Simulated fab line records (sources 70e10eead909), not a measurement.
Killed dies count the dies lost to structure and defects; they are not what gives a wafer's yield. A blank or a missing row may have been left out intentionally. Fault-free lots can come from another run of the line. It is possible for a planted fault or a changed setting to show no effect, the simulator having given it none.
Chamber matching | flow nand_harc | NHARC_A_SGD_CUT_ETCHBACK_24 on rie_diel-06: 4 sister chambers
The step etches the open film in CH3F/O2, target depth 50 nm, time 92.857 s. 16 wafers are shown with their chamber, then 8 later ones without.

== WAFERS WITH THEIR CHAMBER ==
wafer  | chamber | drypump_motor_current_A (A) | rf_vpp_V (V) | chamber_pressure_mTorr (mTorr)
L077.2 | 0       | 5.0                         | 242.4        | 25.009
L077.3 | 3       | 5.2                         | 245.8        | 24.966
L077.4 | 1       | 5.6                         | 245.7        | 25.041
L078.2 | 2       | 6.5                         | 242.0        | 24.973
L078.4 | 3       | 5.2                         | 244.8        | 24.992
L078.5 | 3       | 5.2                         | 245.1        | 25.000
L084.1 | 0       | 5.0                         | 243.0        | 24.970
L084.4 | 3       | 5.2                         | 245.3        | 25.002
L084.5 | 3       | 5.2                         | 245.4        | 24.974
L087.3 | 0       | 5.0                         | 241.3        | 25.015
L087.5 | 1       | 5.7                         | 243.5        | 24.991
L087.6 | 2       | 6.5                         | 242.6        | 24.991
L088.1 | 3       | 5.2                         | 246.4        | 24.985
L088.3 | 1       | 5.6                         | 245.0        | 25.017
L088.5 | 3       | 5.2                         | 245.2        | 24.978
L091.2 | 0       | 5.0                         | 242.1        | 25.000

SIGNATURES (means of the wafers above)
reading                 | chamber 0 | chamber 1 | chamber 2 | chamber 3 | scatter within a chamber
drypump_motor_current_A | 5.000     | 5.633     | 6.500     | 5.200     | 0.0236
rf_vpp_V                | 242.200   | 244.733   | 242.300   | 245.429   | 0.699
chamber_pressure_mTorr  | 24.99850  | 25.01633  | 24.98200  | 24.98529  | 0.0176
Rule: distance of a wafer from a chamber = root of the sum over the readings of ((wafer's reading minus chamber's mean) / reading's scatter) squared. The wafer belongs to the nearest chamber; if the next one is less than 2 further off, it can't be placed. The scatter: take each reading less its chamber's mean, square it, sum over the shown wafers, divide by the number of wafers less the number of chambers, and take the root.

== WAFERS MISSING THEIR CHAMBER ==
wafer  | drypump_motor_current_A (A) | rf_vpp_V (V) | chamber_pressure_mTorr (mTorr)
L091.3 | 6.5                         | 243.1        | 24.991
L091.4 | 5.2                         | 244.1        | 25.014
L092.4 | 5.7                         | 244.9        | 25.010
L092.5 | 6.5                         | 242.5        | 24.979
L092.6 | 5.2                         | 245.3        | 25.023
L094.1 | 5.0                         | 241.3        | 25.000
L094.2 | 5.7                         | 245.9        | 25.028
L094.3 | 5.2                         | 245.9        | 25.003

== WHICH CHAMBER EACH WENT THROUGH ==
wafer  | from the rows above | in truth
L091.3 | 2                   | 2
L091.4 | 3                   | 3
L092.4 | 1                   | 1
L092.5 | 2                   | 2
L092.6 | 3                   | 3
L094.1 | 0                   | 0
L094.2 | 1                   | 1
L094.3 | 3                   | 3
8 of 8 placed correctly. Number that these rows cannot place: 0. 0 placed wrongly.
